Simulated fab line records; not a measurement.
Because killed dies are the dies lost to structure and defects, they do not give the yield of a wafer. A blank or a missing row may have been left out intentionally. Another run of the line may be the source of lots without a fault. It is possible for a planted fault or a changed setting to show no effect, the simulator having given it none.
Which tool did it? :: flow n5_finfet :: 72 wafers from 24 lots sampled at 3 of the route's 1938 steps

WHAT THE GAUGES READ, wafer by wafer
N5_WELL_APT_INSPECT_38: inspects for defects (darkfield).
lot: L074
measured: day 1 17:00
on: defect_inspect-01
raw_defect_count: 14 19 10

lot: L075
measured: day 1 22:53
on: defect_inspect-01
raw_defect_count: 18 14 19

lot: L076
measured: day 2 04:45
on: defect_inspect-02
raw_defect_count: 3 12 5

lot: L077
measured: day 2 10:39
on: defect_inspect-02
raw_defect_count: 11 10 8

lot: L078
measured: day 2 17:02
on: defect_inspect-02
raw_defect_count: 10 18 13

lot: L079
measured: day 2 22:47
on: defect_inspect-01
raw_defect_count: 29 17 25

lot: L080
measured: day 3 04:44
on: defect_inspect-01
raw_defect_count: 18 17 12

lot: L081
measured: day 3 11:02
on: defect_inspect-01
raw_defect_count: 8 10 7

lot: L082
measured: day 3 17:02
on: defect_inspect-01
raw_defect_count: 15 24 13

lot: L083
measured: day 3 23:04
on: defect_inspect-01
raw_defect_count: 10 15 10

lot: L084
measured: day 4 05:11
on: defect_inspect-01
raw_defect_count: 14 12 10

lot: L085
measured: day 4 11:10
on: defect_inspect-01
raw_defect_count: 17 11 17

lot: L086
measured: day 4 16:34
on: defect_inspect-02
raw_defect_count: 9 15 19

lot: L087
measured: day 4 22:48
on: defect_inspect-02
raw_defect_count: 22 27 23

lot: L088
measured: day 5 04:46
on: defect_inspect-02
raw_defect_count: 14 18 22

lot: L089
measured: day 5 11:16
on: defect_inspect-01
raw_defect_count: 12 14 14

lot: L090
measured: day 5 17:40
on: defect_inspect-02
raw_defect_count: 6 11 16

lot: L091
measured: day 5 23:13
on: defect_inspect-01
raw_defect_count: 11 20 17

lot: L092
measured: day 6 05:09
on: defect_inspect-01
raw_defect_count: 11 10 7

lot: L093
measured: day 6 11:05
on: defect_inspect-02
raw_defect_count: 14 7 13

lot: L094
measured: day 6 17:11
on: defect_inspect-01
raw_defect_count: 12 13 19

lot: L095
measured: day 6 23:35
on: defect_inspect-01
raw_defect_count: 8 17 9

lot: L096
measured: day 7 05:18
on: defect_inspect-02
raw_defect_count: 27 15 4

lot: L097
measured: day 7 10:44
on: defect_inspect-01
raw_defect_count: 24 15 14

N5_PMOS_HMC_CHANNEL_EPI_INSPECT_11: inspects for defects (macro).
lot: L074
measured: day 1 17:29
on: defect_inspect-02
raw_defect_count: 6 2 2

lot: L075
measured: day 1 23:23
on: defect_inspect-02
raw_defect_count: 3 2 1

lot: L076
measured: day 2 05:07
on: defect_inspect-01
raw_defect_count: 1 1 2

lot: L077
measured: day 2 11:09
on: defect_inspect-02
raw_defect_count: 5 5 2

lot: L078
measured: day 2 17:31
on: defect_inspect-01
raw_defect_count: 4 2 5

lot: L079
measured: day 2 23:17
on: defect_inspect-02
raw_defect_count: 2 2 2

lot: L080
measured: day 3 05:13
on: defect_inspect-02
raw_defect_count: 0 0 6

lot: L081
measured: day 3 11:31
on: defect_inspect-02
raw_defect_count: 1 2 3

lot: L082
measured: day 3 17:32
on: defect_inspect-02
raw_defect_count: 2 5 3

lot: L083
measured: day 3 23:33
on: defect_inspect-01
raw_defect_count: 1 2 3

lot: L084
measured: day 4 05:33
on: defect_inspect-02
raw_defect_count: 5 2 3

lot: L085
measured: day 4 11:32
on: defect_inspect-01
raw_defect_count: 3 4 4

lot: L086
measured: day 4 17:04
on: defect_inspect-02
raw_defect_count: 2 3 2

lot: L087
measured: day 4 23:10
on: defect_inspect-02
raw_defect_count: 1 1 4

lot: L088
measured: day 5 05:16
on: defect_inspect-01
raw_defect_count: 1 1 1

lot: L089
measured: day 5 11:46
on: defect_inspect-01
raw_defect_count: 0 2 4

lot: L090
measured: day 5 18:11
on: defect_inspect-02
raw_defect_count: 3 4 4

lot: L091
measured: day 5 23:43
on: defect_inspect-01
raw_defect_count: 1 3 3

lot: L092
measured: day 6 05:31
on: defect_inspect-01
raw_defect_count: 1 1 1

lot: L093
measured: day 6 11:27
on: defect_inspect-02
raw_defect_count: 2 1 3

lot: L094
measured: day 6 17:34
on: defect_inspect-02
raw_defect_count: 1 0 1

lot: L095
measured: day 6 23:57
on: defect_inspect-01
raw_defect_count: 0 2 1

lot: L096
measured: day 7 05:47
on: defect_inspect-01
raw_defect_count: 1 1 5

lot: L097
measured: day 7 11:07
on: defect_inspect-02
raw_defect_count: 1 3 1

WHAT TOOL EACH LOT RAN ON (gives the tool, then ch and the chambers of the sampled wafers, and finally the start)
lot: L074
N5_PMOS_HMC_CHANNEL_EPI_HM_DEP_34: pecvd-03 ch 0,1,2, day 1 17:02

lot: L075
N5_PMOS_HMC_CHANNEL_EPI_HM_DEP_34: pecvd-02 ch 0,1, day 1 22:55

lot: L076
N5_PMOS_HMC_CHANNEL_EPI_HM_DEP_34: pecvd-03 ch 0,1,2, day 2 04:47

lot: L077
N5_PMOS_HMC_CHANNEL_EPI_HM_DEP_34: pecvd-02 ch 0,1,2, day 2 10:41

lot: L078
N5_PMOS_HMC_CHANNEL_EPI_HM_DEP_34: pecvd-04 ch 0,1, day 2 17:04

lot: L079
N5_PMOS_HMC_CHANNEL_EPI_HM_DEP_34: pecvd-02 ch 0,1,2, day 2 22:49

lot: L080
N5_PMOS_HMC_CHANNEL_EPI_HM_DEP_34: pecvd-04 ch 0,1, day 3 04:46

lot: L081
N5_PMOS_HMC_CHANNEL_EPI_HM_DEP_34: pecvd-03 ch 0,2, day 3 11:04

lot: L082
N5_PMOS_HMC_CHANNEL_EPI_HM_DEP_34: pecvd-03 ch 0,1,2, day 3 17:04

lot: L083
N5_PMOS_HMC_CHANNEL_EPI_HM_DEP_34: pecvd-03 ch 0,1, day 3 23:05

lot: L084
N5_PMOS_HMC_CHANNEL_EPI_HM_DEP_34: pecvd-03 ch 0,2, day 4 05:13

lot: L085
N5_PMOS_HMC_CHANNEL_EPI_HM_DEP_34: pecvd-03 ch 0,1,2, day 4 11:13

lot: L086
N5_PMOS_HMC_CHANNEL_EPI_HM_DEP_34: pecvd-03 ch 0,1,2, day 4 16:37

lot: L087
N5_PMOS_HMC_CHANNEL_EPI_HM_DEP_34: pecvd-04 ch 0,1, day 4 22:50

lot: L088
N5_PMOS_HMC_CHANNEL_EPI_HM_DEP_34: pecvd-02 ch 0,1, day 5 04:49

lot: L089
N5_PMOS_HMC_CHANNEL_EPI_HM_DEP_34: pecvd-02 ch 0,1,2, day 5 11:18

lot: L090
N5_PMOS_HMC_CHANNEL_EPI_HM_DEP_34: pecvd-03 ch 1,2, day 5 17:43

lot: L091
N5_PMOS_HMC_CHANNEL_EPI_HM_DEP_34: pecvd-04 ch 0,1,2, day 5 23:16

lot: L092
N5_PMOS_HMC_CHANNEL_EPI_HM_DEP_34: pecvd-04 ch 0,1, day 6 05:11

lot: L093
N5_PMOS_HMC_CHANNEL_EPI_HM_DEP_34: pecvd-03 ch 0,1,2, day 6 11:07

lot: L094
N5_PMOS_HMC_CHANNEL_EPI_HM_DEP_34: pecvd-02 ch 0,1, day 6 17:13

lot: L095
N5_PMOS_HMC_CHANNEL_EPI_HM_DEP_34: pecvd-04 ch 1,2, day 6 23:37

lot: L096
N5_PMOS_HMC_CHANNEL_EPI_HM_DEP_34: pecvd-02 ch 0,1,2, day 7 05:20

lot: L097
N5_PMOS_HMC_CHANNEL_EPI_HM_DEP_34: pecvd-04 ch 0,1,2, day 7 10:46
- N5_PMOS_HMC_CHANNEL_EPI_HM_DEP_34: deposits SiO2 from TEOS/O2, target thk 36 nm, time 6.9 s.

WHAT THE TOOLS THEMSELVES READ (means of the sampled wafers that have a number; where no wafer has one, the mark that the record gives instead)
N5_PMOS_HMC_CHANNEL_EPI_HM_DEP_34.
lot: L074
tool: pecvd-03
heater_power_w (W): 499
showerhead_plenum_p_Torr (Torr): 8.35
throttle_valve_pct (%): 18.5

lot: L075
tool: pecvd-02
heater_power_w (W): 565
showerhead_plenum_p_Torr (Torr): 8.35
throttle_valve_pct (%): 19.1

lot: L076
tool: pecvd-03
heater_power_w (W): 512
showerhead_plenum_p_Torr (Torr): 8.35
throttle_valve_pct (%): 18.5

lot: L077
tool: pecvd-02
heater_power_w (W): 596
showerhead_plenum_p_Torr (Torr): 8.34
throttle_valve_pct (%): 18.9

lot: L078
tool: pecvd-04
heater_power_w (W): 720
showerhead_plenum_p_Torr (Torr): 8.30
throttle_valve_pct (%): 19.4

lot: L079
tool: pecvd-02
heater_power_w (W): 568
showerhead_plenum_p_Torr (Torr): 8.36
throttle_valve_pct (%): 18.8

lot: L080
tool: pecvd-04
heater_power_w (W): 659
showerhead_plenum_p_Torr (Torr): 8.29
throttle_valve_pct (%): 19.3

lot: L081
tool: pecvd-03
heater_power_w (W): 415
showerhead_plenum_p_Torr (Torr): 8.36
throttle_valve_pct (%): 18.4

lot: L082
tool: pecvd-03
heater_power_w (W): 500
showerhead_plenum_p_Torr (Torr): 8.36
throttle_valve_pct (%): 18.7

lot: L083
tool: pecvd-03
heater_power_w (W): 388
showerhead_plenum_p_Torr (Torr): 8.33
throttle_valve_pct (%): 19.0

lot: L084
tool: pecvd-03
heater_power_w (W): 481
showerhead_plenum_p_Torr (Torr): 8.40
throttle_valve_pct (%): 18.0

lot: L085
tool: pecvd-03
heater_power_w (W): 443
showerhead_plenum_p_Torr (Torr): 8.35
throttle_valve_pct (%): 18.8

lot: L086
tool: pecvd-03
heater_power_w (W): 457
showerhead_plenum_p_Torr (Torr): 8.36
throttle_valve_pct (%): 18.6

lot: L087
tool: pecvd-04
heater_power_w (W): 702
showerhead_plenum_p_Torr (Torr): 8.30
throttle_valve_pct (%): 19.2

lot: L088
tool: pecvd-02
heater_power_w (W): 644
showerhead_plenum_p_Torr (Torr): 8.33
throttle_valve_pct (%): 19.3

lot: L089
tool: pecvd-02
heater_power_w (W): 610
showerhead_plenum_p_Torr (Torr): 8.35
throttle_valve_pct (%): 18.8

lot: L090
tool: pecvd-03
heater_power_w (W): 496
showerhead_plenum_p_Torr (Torr): 8.36
throttle_valve_pct (%): 19.0

lot: L091
tool: pecvd-04
heater_power_w (W): 662
showerhead_plenum_p_Torr (Torr): 8.32
throttle_valve_pct (%): 19.0

lot: L092
tool: pecvd-04
heater_power_w (W): 781
showerhead_plenum_p_Torr (Torr): 8.30
throttle_valve_pct (%): 18.9

lot: L093
tool: pecvd-03
heater_power_w (W): 516
showerhead_plenum_p_Torr (Torr): 8.35
throttle_valve_pct (%): 18.8

lot: L094
tool: pecvd-02
heater_power_w (W): 580
showerhead_plenum_p_Torr (Torr): 8.33
throttle_valve_pct (%): 19.1

lot: L095
tool: pecvd-04
heater_power_w (W): 670
showerhead_plenum_p_Torr (Torr): 8.31
throttle_valve_pct (%): 19.3

lot: L096
tool: pecvd-02
heater_power_w (W): 617
showerhead_plenum_p_Torr (Torr): 8.35
throttle_valve_pct (%): 18.8

lot: L097
tool: pecvd-04
heater_power_w (W): 702
showerhead_plenum_p_Torr (Torr): 8.31
throttle_valve_pct (%): 19.0

THE ANSWER, worked out from the rows above alone
Rule: usual is defined by the lots themselves. Put in order of their means at a reading, lots are off if they are a third of the lots or fewer, leave a main group of 4 or more, and stand apart from it by a gap of 3 or more times the standard deviation of the main group's means; of several such gaps the widest counts. The tables above print the reading to a certain number of digits; a main group whose means all agree to those digits is not used. Also off: a lot with no number at a reading for which 4 or more lots have one. Any other lot the step has rows for is counted as sound. Order of review: gauges by route order, followed by the tools' own readings, for which a lot's mean as printed above is used. At the first step where some lot is off, the reading lying furthest off is the one used; lots without a number count as furthest.
Nothing can be told from this: no lot is off at any reading shown.

WHAT HAD BEEN PUT IN BY THE SIMULATOR
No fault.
